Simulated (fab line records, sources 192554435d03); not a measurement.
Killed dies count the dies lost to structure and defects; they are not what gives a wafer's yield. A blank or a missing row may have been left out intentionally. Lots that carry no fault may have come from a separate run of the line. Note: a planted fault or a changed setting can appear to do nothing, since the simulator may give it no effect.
Which tool did it? -- flow n5 finfet -- Sampling: 12 lots, 34 wafers, 3 of 1938 route steps

## WHAT THE GAUGES SHOWED, per wafer
N5_BEOL_M9_INSPECT_58: inspects for defects (darkfield). Usual: raw defect count at 68, with a standard deviation of 18.
lot,measured,on,raw defect count,flag
L912,day 10 15:07,defect inspect-01,84 72 70,
L913,day 11 03:53,defect inspect-02,99 57 54,
L914,day 11 06:44,defect inspect-02,72 87 57,
L916,day 11 19:50,defect inspect-02,58 78 81,
L918,day 11 21:56,defect inspect-02,84 73 48,
L919,day 12 02:35,defect inspect-01,54 49 67,
L920,day 13 00:46,defect inspect-02,73 57 38,
L924,day 13 16:17,defect inspect-02,48 60,
L923,day 14 02:56,defect inspect-02,48 45 92,
L926,day 14 03:42,defect inspect-02,80 75,
L931,day 15 15:05,defect inspect-02,50 101 99,
L930,day 16 02:01,defect inspect-02,73 88 61,

## TOOL THAT RAN EACH LOT (tool first, then ch and the chambers of the sampled wafers, then the start)
lot,N5_BEOL_M9_ALD_74,N5_BEOL_M9_CMP_52
L912,"ald metal-04 ch 0,3, day 10 13:17","cmp-04 ch 2,3, day 10 14:40"
L913,"ald metal-03 ch 0,1,3, day 11 01:53","cmp-01 ch 2,3, day 11 03:26"
L914,"ald metal-04 ch 0,1,3, day 11 05:07","cmp-02 ch 2,3, day 11 06:16"
L916,"ald metal-04 ch 0,3, day 11 17:52","cmp-01 ch 0,3, day 11 19:23"
L918,"ald metal-04 ch 0,1, day 11 19:30","cmp-01 ch 0,2,3, day 11 21:29"
L919,"ald metal-04 ch 0,1,3, day 12 00:55","cmp-04 ch 1,3, day 12 02:10"
L920,"ald metal-04 ch 0,2, day 12 23:05","cmp-01 ch 1,2,3, day 13 00:21"
L924,"ald metal-04 ch 2,3, day 13 14:10","cmp-04 ch 1,2, day 13 15:50"
L923,"ald metal-03 ch 0,1, day 13 23:42","cmp-02 ch 0,3, day 14 02:31"
L926,"ald metal-04 ch 2,3, day 14 02:14","cmp-04 ch 1,3, day 14 03:19"
L931,"ald metal-04 ch 2,3, day 15 12:46","cmp-04 ch 2,3, day 15 14:38"
L930,"ald metal-02 ch 0,2,3, day 15 23:49","cmp-04 ch 0,1, day 16 01:34"
- N5_BEOL_M9_ALD_74: deposits TaN, target thk 2 nm, pulse time 2 s, purge time 3 s.
- N5_BEOL_M9_CMP_52: polishes, stops on SiCOH lowk, t overpolish 7 s, target thk 140 nm.

## AS READ BY THE TOOLS THEMSELVES (means over the sampled wafers that have a number; for cases with no such wafer, the mark the record gives instead)
N5_BEOL_M9_ALD_74. Usual: heater power w at 417 W, with a standard deviation of 49.
lot,tool,heater power w (W),flag
L912,ald metal-04,443,
L913,ald metal-03,397,
L914,ald metal-04,447,
L916,ald metal-04,480,
L918,ald metal-04,484,
L919,ald metal-04,446,
L920,ald metal-04,438,
L924,ald metal-04,402,
L923,ald metal-03,402,
L926,ald metal-04,411,
L931,ald metal-04,412,
L930,ald metal-02,337,

N5_BEOL_M9_CMP_52. Usual: barrier field endpoint s 29.1 s, standard deviation 0.94; head pressure psi 0.9999 psi, standard deviation 0.0021; motor current A 6.0 A, standard deviation 0.57; overpolish run s 7.000 s, standard deviation 0.0086; platen rpm 50.00 rpm, standard deviation 0.034; time to endpoint s 67 s, standard deviation 4.
lot,tool,barrier field endpoint s (s),head pressure psi (psi),motor current A (A),overpolish run s (s),platen rpm (rpm),time to endpoint s (s),flag
L912,cmp-04,28.8,1.0004,5.8,6.998,49.98,66,
L913,cmp-01,29.7,0.9998,6.3,6.996,50.03,67,
L914,cmp-02,29.3,1.0005,5.0,7.006,50.05,66,
L916,cmp-01,28.6,0.9993,5.8,6.998,49.97,63,
L918,cmp-01,28.5,1.0007,6.3,6.997,50.01,63,
L919,cmp-04,27.8,1.0018,6.0,6.999,49.98,64,
L920,cmp-01,29.1,1.0001,5.8,7.010,50.05,66,
L924,cmp-04,29.5,1.0001,6.3,7.003,49.97,70,
L923,cmp-02,29.3,1.0006,6.1,6.999,49.97,70,
L926,cmp-04,29.4,1.0016,6.6,6.999,50.00,66,
L931,cmp-04,44.5,0.6402,5.3,2.436,50.00,63,OFF
L930,cmp-04,44.3,0.6417,6.1,2.549,50.00,69,OFF

## THE ANSWER, worked out from the rows above alone
Rule: take the mean of a lot's wafers that have a number; if it is more than 3 standard deviations from the usual mean, the lot is off. A lot without any number at a reading at which 4 lots or more have one is off too. All remaining lots with rows at the step are treated as sound. The gauges are gone through in route order, then the tools' own readings, and for those a lot's mean is taken as printed above. The first step at which some lot is off is used, and at that step the reading that is off furthest; a lot without a number counts as furthest.
Off: L931, L930 (N5_BEOL_M9_CMP_52, overpolish run s).
A tool fits if, at that step or a process step before it, it ran every lot that is off, and no sound lot after the first of them. One fits: cmp-04 at N5_BEOL_M9_CMP_52. A fault onset in the window from L926 (day 14 03:19, its last sound lot) to L931 (day 15 14:38, its first lot off) fits.
The tool's own readings at N5_BEOL_M9_CMP_52 bear it out: on the lots that are off they differ by more than 5 times the standard deviation of the sound lots' means. barrier field endpoint s reads 44.4 s there against 29.0 s on the sound lots; head pressure psi reads 0.6410 psi there against 1.0005 psi on the sound lots; overpolish run s reads 2.492 s there against 7.000 s on the sound lots.

## WHAT THE SIMULATOR HAD PUT IN
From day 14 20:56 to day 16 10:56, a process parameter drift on cmp-04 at N5_BEOL_M9_CMP_52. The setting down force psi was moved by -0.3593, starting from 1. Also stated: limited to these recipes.
Shown lots that were struck: L931, L930. The rule above found the same.
